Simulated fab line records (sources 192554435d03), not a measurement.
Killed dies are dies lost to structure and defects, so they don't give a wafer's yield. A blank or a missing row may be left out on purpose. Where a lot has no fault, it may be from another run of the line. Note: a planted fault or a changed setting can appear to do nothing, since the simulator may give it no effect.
The tool behind it: which one? | flow n5Finfet | 29 wafers from 10 lots sampled at 6 of the route's 1938 steps

WHAT EACH GAUGE READ, for each wafer
N5_BEOL_M5_CD_MEAS_11: the cd target is 27.74 nm. Usual: 27.9 nm for cdNm, sd 0.31.
lot  | measured     | on       | cdNm (nm)      | flag
L192 | day 10 07:38 | cdSem-03 | 28.6 28.0 27.7 | 
L193 | day 10 11:04 | cdSem-01 | 27.8 28.0      | 
L194 | day 10 16:44 | cdSem-01 | 27.6 27.8 27.8 | 
L196 | day 11 00:50 | cdSem-02 | 28.4 27.7 28.3 | 
L199 | day 11 14:31 | cdSem-02 | 28.2 27.8 27.5 | 
L198 | day 11 20:59 | cdSem-03 | 27.9 28.0 28.4 | 
L197 | day 12 01:47 | cdSem-03 | 27.8 28.2 28.3 | 
L202 | day 12 15:45 | cdSem-03 | 28.2 28.0 28.2 | 
L211 | day 14 22:59 | cdSem-03 | 26.5 26.8 28.0 | 
L213 | day 15 06:07 | cdSem-03 | 27.9 28.0 27.1 | 

N5_BEOL_M5_CD_MEAS_35: target cd 28 nm, target cd y 24 nm. Usual: 27.8 nm for cdNm, sd 0.42.
lot  | measured     | on       | cdNm (nm)      | flag
L192 | day 10 10:59 | cdSem-01 | 28.6 27.6 27.9 | 
L193 | day 10 16:31 | cdSem-02 | 28.0 27.6      | 
L194 | day 10 19:56 | cdSem-02 | 27.7 27.8 27.8 | 
L196 | day 11 06:02 | cdSem-03 | 27.7 28.3 27.8 | 
L199 | day 11 16:20 | cdSem-01 | 28.5 27.6 27.5 | 
L198 | day 11 22:53 | cdSem-01 | 28.1 27.9 28.2 | 
L197 | day 12 03:59 | cdSem-03 | 28.3 28.3 28.2 | 
L202 | day 12 18:49 | cdSem-03 | 27.6 27.5 27.5 | 
L211 | day 15 01:52 | cdSem-02 | 26.6 26.3 27.6 | 
L213 | day 15 09:07 | cdSem-02 | 27.2 27.7 27.7 | 

TOOL THAT RAN EACH LOT (tool first, then ch and the chambers of the sampled wafers, then the start)
lot  | N5_BEOL_M4_SPUTTER_88       | N5_BEOL_M4_SPUTTER_90       | N5_BEOL_M5_EXPOSE_08             | N5_BEOL_M5_DESCUM_16
L192 | pvdSputter-03, day 9 23:39  | pvdSputter-03, day 9 23:52  | euvScanner-02 ch 0, day 10 07:31 | rieDiel-02 ch 0,1,3, day 10 07:52
L193 | pvdSputter-03, day 10 05:56 | pvdSputter-03, day 10 06:09 | euvScanner-01 ch 0, day 10 10:57 | rieDiel-02 ch 0, day 10 11:17
L194 | pvdSputter-03, day 10 09:20 | pvdSputter-03, day 10 09:33 | euvScanner-02 ch 0, day 10 16:37 | rieDiel-02 ch 0,1,2, day 10 16:58
L196 | pvdSputter-03, day 10 18:37 | pvdSputter-03, day 10 18:50 | euvScanner-02 ch 0, day 11 00:43 | rieDiel-02 ch 0,1,3, day 11 00:58
L199 | pvdSputter-01, day 11 08:31 | pvdSputter-01, day 11 08:44 | euvScanner-02 ch 0, day 11 14:24 | rieDiel-02 ch 1,2,3, day 11 14:38
L198 | pvdSputter-02, day 11 14:38 | pvdSputter-02, day 11 14:52 | euvScanner-01 ch 0, day 11 20:52 | rieDiel-03 ch 0,2,3, day 11 21:07
L197 | pvdSputter-01, day 11 19:38 | pvdSputter-01, day 11 19:51 | euvScanner-01 ch 0, day 12 01:39 | rieDiel-06 ch 0,2, day 12 02:22
L202 | pvdSputter-02, day 12 09:43 | pvdSputter-02, day 12 09:56 | euvScanner-01 ch 0, day 12 15:38 | rieDiel-02 ch 0,2,3, day 12 15:56
L211 | pvdSputter-02, day 14 17:18 | pvdSputter-02, day 14 17:31 | euvScanner-02 ch 0, day 14 22:52 | rieDiel-03 ch 0,3, day 14 23:06
L213 | pvdSputter-03, day 15 01:12 | pvdSputter-03, day 15 01:25 | euvScanner-01 ch 0, day 15 05:59 | rieDiel-02 ch 1,2,3, day 15 06:29
- N5_BEOL_M4_SPUTTER_88: material Cu, target thk 4.5 nm, time 8.29 s.
- N5_BEOL_M4_SPUTTER_90: material Cu, target thk 4.5 nm, time 8.29 s.
- N5_BEOL_M5_EXPOSE_08: exposes mask M5, target cd 28 nm.
- N5_BEOL_M5_DESCUM_16: chemistry O2, time 7 s.

AS READ BY THE TOOLS THEMSELVES (means over the sampled wafers that have a number; for cases with no such wafer, the mark the record gives instead)
N5_BEOL_M4_SPUTTER_88. Usual: substrateTempC -20.00 C, standard deviation 0.1; throttleValvePct 29.6 %, standard deviation 0.89.
lot  | tool          | substrateTempC (C) | throttleValvePct (%) | flag
L192 | pvdSputter-03 | -19.98             | 29.5                 | 
L193 | pvdSputter-03 | -20.04             | 30.1                 | 
L194 | pvdSputter-03 | -20.02             | 28.9                 | 
L196 | pvdSputter-03 | -19.96             | 29.0                 | 
L199 | pvdSputter-01 | -20.02             | 29.3                 | 
L198 | pvdSputter-02 | -19.96             | 29.3                 | 
L197 | pvdSputter-01 | -20.01             | 29.4                 | 
L202 | pvdSputter-02 | -19.89             | 29.3                 | 
L211 | pvdSputter-02 | -19.99             | 29.5                 | 
L213 | pvdSputter-03 | -20.08             | 29.9                 | 

N5_BEOL_M4_SPUTTER_90. Usual: substrateTempC -20.00 C, standard deviation 0.11; throttleValvePct 29.6 %, standard deviation 0.89.
lot  | tool          | substrateTempC (C) | throttleValvePct (%) | flag
L192 | pvdSputter-03 | -19.99             | 29.5                 | 
L193 | pvdSputter-03 | -19.95             | 30.1                 | 
L194 | pvdSputter-03 | -20.08             | 29.0                 | 
L196 | pvdSputter-03 | -20.05             | 29.0                 | 
L199 | pvdSputter-01 | -19.99             | 29.3                 | 
L198 | pvdSputter-02 | -20.02             | 29.3                 | 
L197 | pvdSputter-01 | -19.97             | 29.3                 | 
L202 | pvdSputter-02 | -19.99             | 29.3                 | 
L211 | pvdSputter-02 | -19.95             | 29.7                 | 
L213 | pvdSputter-03 | -19.94             | 30.0                 | 

N5_BEOL_M5_DESCUM_16. Usual: drypumpMotorCurrentA 5.6 A, standard deviation 0.32; oesProductAu 0.77 a.u., standard deviation 0.065; rfVppV 242.9 V, standard deviation 1.5; showerheadPlenumPTorr 2.08 Torr, standard deviation 0.082; throttleValvePct 20.45 %, standard deviation 0.18.
lot  | tool       | drypumpMotorCurrentA (A) | oesProductAu (a.u.) | rfVppV (V) | showerheadPlenumPTorr (Torr) | throttleValvePct (%) | flag
L192 | rieDiel-02 | 5.6                      | 0.79                | 243.3      | 2.06                         | 20.29                | 
L193 | rieDiel-02 | 5.5                      | 0.80                | 241.2      | 2.02                         | 20.29                | 
L194 | rieDiel-02 | 5.5                      | 0.78                | 243.4      | 2.10                         | 20.32                | 
L196 | rieDiel-02 | 5.5                      | 0.79                | 242.8      | 2.06                         | 20.28                | 
L199 | rieDiel-02 | 5.5                      | 0.76                | 243.7      | 2.08                         | 20.36                | 
L198 | rieDiel-03 | 5.4                      | 0.75                | 243.8      | 2.16                         | 20.66                | 
L197 | rieDiel-06 | 5.7                      | 0.82                | 241.2      | 1.99                         | 20.52                | 
L202 | rieDiel-02 | 5.6                      | 0.74                | 242.1      | 2.02                         | 20.41                | 
L211 | rieDiel-03 | 5.6                      | 0.79                | 243.3      | 2.13                         | 20.56                | 
L213 | rieDiel-02 | 5.5                      | 0.74                | 242.3      | 2.07                         | 20.41                | 

THE ANSWER, worked out from the rows above alone
Rule: take the mean of a lot's wafers that have a number; if it is more than 3 standard deviations from the usual mean, the lot is off. A lot without any number at a reading at which 4 lots or more have one is off too. Any other lot the step has rows for is counted as sound. The gauges are gone through in route order, then the tools' own readings, and for those a lot's mean is taken as printed above. At the first step where some lot is off, the reading lying furthest off is the one used; lots without a number count as furthest.
No lot is off on any of the readings shown, so nothing can be concluded from this.

WHAT HAD BEEN PUT IN BY THE SIMULATOR
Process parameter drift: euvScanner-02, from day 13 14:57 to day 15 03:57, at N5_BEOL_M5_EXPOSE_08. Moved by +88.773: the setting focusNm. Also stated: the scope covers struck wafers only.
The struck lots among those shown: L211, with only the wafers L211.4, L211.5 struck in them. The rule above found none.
